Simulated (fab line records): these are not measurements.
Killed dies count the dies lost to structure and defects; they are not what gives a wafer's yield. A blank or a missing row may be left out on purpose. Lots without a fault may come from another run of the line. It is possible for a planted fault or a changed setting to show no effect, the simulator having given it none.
Chamber matching / flow n5_finfet / 4 sister chambers for N5_BEOL_M0_SAQP_ETCH_102 on rie_si-03
The step etches SiO2 in CF4, target depth 4 nm, time 4.4 s. 14 wafers are shown with their chamber, then 7 later ones without.

== WAFERS WITH THEIR CHAMBER ==
wafer=L074.2; chamber=0; throttle_valve_pct (%)=21.37; oes_product_au (a.u.)=1.015; bias_w (W)=401.0
wafer=L074.3; chamber=1; throttle_valve_pct (%)=21.42; oes_product_au (a.u.)=1.028; bias_w (W)=402.0
wafer=L074.4; chamber=2; throttle_valve_pct (%)=21.70; oes_product_au (a.u.)=0.985; bias_w (W)=400.3
wafer=L076.1; chamber=0; throttle_valve_pct (%)=21.38; oes_product_au (a.u.)=1.001; bias_w (W)=400.0
wafer=L076.2; chamber=2; throttle_valve_pct (%)=21.70; oes_product_au (a.u.)=0.977; bias_w (W)=401.1
wafer=L076.5; chamber=3; throttle_valve_pct (%)=22.07; oes_product_au (a.u.)=1.009; bias_w (W)=399.0
wafer=L077.3; chamber=0; throttle_valve_pct (%)=21.36; oes_product_au (a.u.)=1.005; bias_w (W)=399.3
wafer=L077.4; chamber=2; throttle_valve_pct (%)=21.69; oes_product_au (a.u.)=0.986; bias_w (W)=401.4
wafer=L077.6; chamber=3; throttle_valve_pct (%)=22.08; oes_product_au (a.u.)=1.005; bias_w (W)=399.4
wafer=L078.4; chamber=2; throttle_valve_pct (%)=21.69; oes_product_au (a.u.)=0.987; bias_w (W)=400.3
wafer=L078.5; chamber=3; throttle_valve_pct (%)=22.10; oes_product_au (a.u.)=1.015; bias_w (W)=399.9
wafer=L078.6; chamber=0; throttle_valve_pct (%)=21.36; oes_product_au (a.u.)=1.000; bias_w (W)=397.9
wafer=L083.3; chamber=1; throttle_valve_pct (%)=21.43; oes_product_au (a.u.)=1.026; bias_w (W)=400.1
wafer=L083.4; chamber=3; throttle_valve_pct (%)=22.06; oes_product_au (a.u.)=1.007; bias_w (W)=400.7

SIGNATURES (averages over the wafers above)
reading=throttle_valve_pct; chamber 0=21.3675; chamber 1=21.4250; chamber 2=21.6950; chamber 3=22.0775; scatter within a chamber=0.0114
reading=oes_product_au; chamber 0=1.00525; chamber 1=1.02700; chamber 2=0.98375; chamber 3=1.00900; scatter within a chamber=0.00511
reading=bias_w; chamber 0=399.550; chamber 1=401.050; chamber 2=400.775; chamber 3=399.750; scatter within a chamber=0.972
Rule: for a wafer and a chamber, the distance is found by dividing, reading by reading, the gap between the wafer's reading and the chamber's mean by the reading's scatter, squaring, summing and taking the root. If the next closest chamber is less than 2 further off than the closest, the wafer can't be placed; otherwise it belongs to the closest. The scatter: the root of (the sum of the squares of (reading less its chamber's mean) over the shown wafers, divided by (wafers less chambers)).

== WAFERS WITHOUT THEIR CHAMBER ==
wafer=L083.5; throttle_valve_pct (%)=21.44; oes_product_au (a.u.)=1.018; bias_w (W)=399.6
wafer=L085.2; throttle_valve_pct (%)=21.44; oes_product_au (a.u.)=1.024; bias_w (W)=399.9
wafer=L085.4; throttle_valve_pct (%)=22.06; oes_product_au (a.u.)=1.015; bias_w (W)=399.4
wafer=L085.5; throttle_valve_pct (%)=21.41; oes_product_au (a.u.)=1.027; bias_w (W)=401.1
wafer=L089.2; throttle_valve_pct (%)=21.41; oes_product_au (a.u.)=1.025; bias_w (W)=401.0
wafer=L089.3; throttle_valve_pct (%)=21.69; oes_product_au (a.u.)=0.980; bias_w (W)=400.8
wafer=L089.6; throttle_valve_pct (%)=21.70; oes_product_au (a.u.)=0.991; bias_w (W)=400.4

== WHICH CHAMBER EACH ONE RAN IN ==
wafer=L083.5; from the rows above=1; in truth=1
wafer=L085.2; from the rows above=1; in truth=1
wafer=L085.4; from the rows above=3; in truth=3
wafer=L085.5; from the rows above=1; in truth=1
wafer=L089.2; from the rows above=1; in truth=1
wafer=L089.3; from the rows above=2; in truth=2
wafer=L089.6; from the rows above=2; in truth=2
Placed correctly: 7 of 7. From these rows, 0 cannot be placed. 0 placed wrongly.
